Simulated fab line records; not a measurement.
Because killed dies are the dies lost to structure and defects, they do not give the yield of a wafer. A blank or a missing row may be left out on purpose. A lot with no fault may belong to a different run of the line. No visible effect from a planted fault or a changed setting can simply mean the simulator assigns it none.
3 desks looking at one fault    flow nand_harc    what lay behind the numbers comes last; until then each desk has only its own

== AT THE METROLOGY DESK ==
What the gauges read for every lot (on any tool): the sampled wafers with a number, averaged. The brackets show how far a lot's mean lies from the usual mean; more than 4 standard deviations puts the lot out of limits, marked OUT.
Columns: A = overlay_x_nm at NHARC_P_STI_OVL_MEAS_10, usual 0 nm; B = overlay_y_nm at NHARC_P_STI_OVL_MEAS_10, usual 0 nm; C = trench_foot_cd_nm at NHARC_P_STI_OCD_MEAS_43, usual 158.8 nm
lot   first seen here  A   B   C
L671  day 2 16:31      0   1   157.5
L673  day 2 22:58      -4  -6  161.4
L679  day 4 13:51      7   -1  159.3
L680  day 4 13:53      2   7   157.8
L681  day 4 22:51      4   -5  156.1
L685  day 5 19:37      -4  -3  156.1
L684  day 5 19:47      1   -4  161.6
L686  day 6 05:23      -5  -2  161.1
L688  day 6 13:34      8   7   161.3
L687  day 6 13:44      1   -6  159.4
L689  day 6 23:13      3   7   158.7
L690  day 7 05:23      -7  -3  159.7
L691  day 7 14:00      2   3   155.0
L692  day 7 14:10      -4  -2  157.1
L693  day 8 06:27      -2  -2  158.8
Finding of this desk: none of the 15 lots has anything out of limits.

== DESK OF THE TOOL OWNER: lpcvd-02 ==
The tool's own readings at NHARC_P_STI_HM_DEP_30 (deposits Si3N4, target thk 80 nm, time 873 s): means of the sampled wafers that have a number, for each lot that ran on this tool. The brackets show how far a lot's mean lies from the usual mean; more than 4 standard deviations puts the lot out of limits, marked OUT.
Columns: A = pressure_mtorr at NHARC_P_STI_HM_DEP_30, usual 299.8 mTorr; B = run_length_s at NHARC_P_STI_HM_DEP_30, usual 897 s; C = spike_tc_centre_C at NHARC_P_STI_HM_DEP_30, usual 790.9 C; D = spike_tc_lower_C at NHARC_P_STI_HM_DEP_30, usual 789.8 C
lot   first seen here  A      B    C      D
L671  day 2 12:19      299.9  904  791.5  790.4
L673  day 2 18:53      300.0  902  790.0  791.5
L684  day 5 15:26      299.8  902  790.7  790.6
L685  day 5 15:26      299.6  894  792.4  789.4
L686  day 6 01:16      299.7  900  792.1  790.4
L689  day 6 19:04      300.3  892  792.7  790.1
L693  day 7 20:09      299.0  887  792.2  789.0
Finding of this desk: none of the 7 lots has anything out of limits.

== THE DEFECT DESK ==
For each lot, the counts of the inspections along the route, averaged over the sampled wafers that have a number. The brackets show how far a lot's mean lies from the usual mean; more than 4 standard deviations puts the lot out of limits, marked OUT.
Columns: A = raw_defect_count at NHARC_P_START_INSPECT_01, usual 3.5
lot   first seen here  A
L671  day 1 12:02      3.3
L673  day 2 00:02      4.0
L679  day 3 12:02      1.0
L680  day 3 18:02      3.0
L681  day 4 00:02      4.0
L684  day 4 18:02      1.7
L685  day 5 00:02      3.7
L686  day 5 06:02      3.3
L687  day 5 12:02      6.0
L688  day 5 18:02      3.3
L689  day 6 00:02      4.0
L690  day 6 06:02      2.3
L691  day 6 12:02      4.0
L692  day 6 18:02      2.3
L693  day 7 00:02      2.0
Finding of this desk: none of the 15 lots has anything out of limits.

== TAKEN TOGETHER ==
Nothing out of limits was seen by the metrology desk.
The desk of the tool owner found nothing out of limits.
Nothing out of limits was seen by the defect desk.

== WHAT WAS PUT IN BY THE SIMULATOR ==
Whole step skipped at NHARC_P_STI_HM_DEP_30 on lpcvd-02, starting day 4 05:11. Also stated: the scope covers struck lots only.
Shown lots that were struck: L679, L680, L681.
